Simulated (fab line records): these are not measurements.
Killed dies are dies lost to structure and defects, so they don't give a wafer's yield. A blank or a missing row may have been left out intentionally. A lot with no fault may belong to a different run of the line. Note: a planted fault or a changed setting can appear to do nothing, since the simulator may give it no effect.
Chamber matching -- flow nand-harc -- rie-diel-07 running NHARC_A_SLIT_ETCH_24: 4 sister chambers
The step etches the open film in CF4/CHF3, target depth 121 nm, time 60.5 s. 14 wafers are shown with their chamber, then 7 later ones without.

WAFERS, EACH WITH ITS CHAMBER
wafer,chamber,drypump-motor-current-A (A),rf-vpp-V (V),oes-product-au (a.u.)
L075.3,3,6.3,371.1,0.949
L075.5,1,5.3,369.8,0.942
L075.6,2,6.1,372.2,0.973
L078.2,0,5.5,369.8,0.987
L078.4,1,5.4,369.5,0.949
L078.5,2,6.1,372.8,0.988
L080.1,0,5.5,370.9,0.971
L080.2,3,6.3,369.7,0.970
L080.3,2,6.1,372.8,0.981
L084.1,0,5.5,370.0,1.002
L084.4,1,5.4,367.0,0.969
L084.5,0,5.5,370.9,0.990
L085.1,1,5.3,370.7,0.958
L085.2,3,6.3,369.3,0.990

SIGNATURES (averages over the wafers above)
reading,chamber 0,chamber 1,chamber 2,chamber 3,scatter within a chamber
drypump-motor-current-A,5.500,5.350,6.100,6.300,0.0316
rf-vpp-V,370.400,369.250,372.600,370.033,1.03
oes-product-au,0.98750,0.95450,0.98067,0.96967,0.0136
Rule: for each reading, subtract the chamber's mean from the wafer's reading, divide by that reading's scatter and square the result; add these up over the readings and take the root, which gives the wafer's distance from the chamber. If the next closest chamber is less than 2 further off than the closest, the wafer can't be placed; otherwise it belongs to the closest. How the scatter is found: for the shown wafers, subtract from each reading the mean of its chamber, square and add these, divide the total by (wafers less chambers), then take the root.

WAFERS WITHOUT THEIR CHAMBER
wafer,drypump-motor-current-A (A),rf-vpp-V (V),oes-product-au (a.u.)
L085.4,5.5,369.0,0.984
L089.2,6.3,370.0,0.930
L089.3,5.5,372.0,0.930
L089.6,6.1,371.5,0.927
L091.2,6.1,373.1,0.969
L091.3,5.4,369.2,0.973
L091.4,6.4,370.4,0.950

CHAMBER TAKEN BY EACH
wafer,from the rows above,in truth
L085.4,0,0
L089.2,3,3
L089.3,can't be placed: 0 or 1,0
L089.6,2,2
L091.2,2,2
L091.3,can't be placed: 1 or 0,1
L091.4,3,3
5 of 7 placed correctly. Not placeable from these rows: 2 (in 2, the candidates include the true chamber). Wrongly placed: 0.
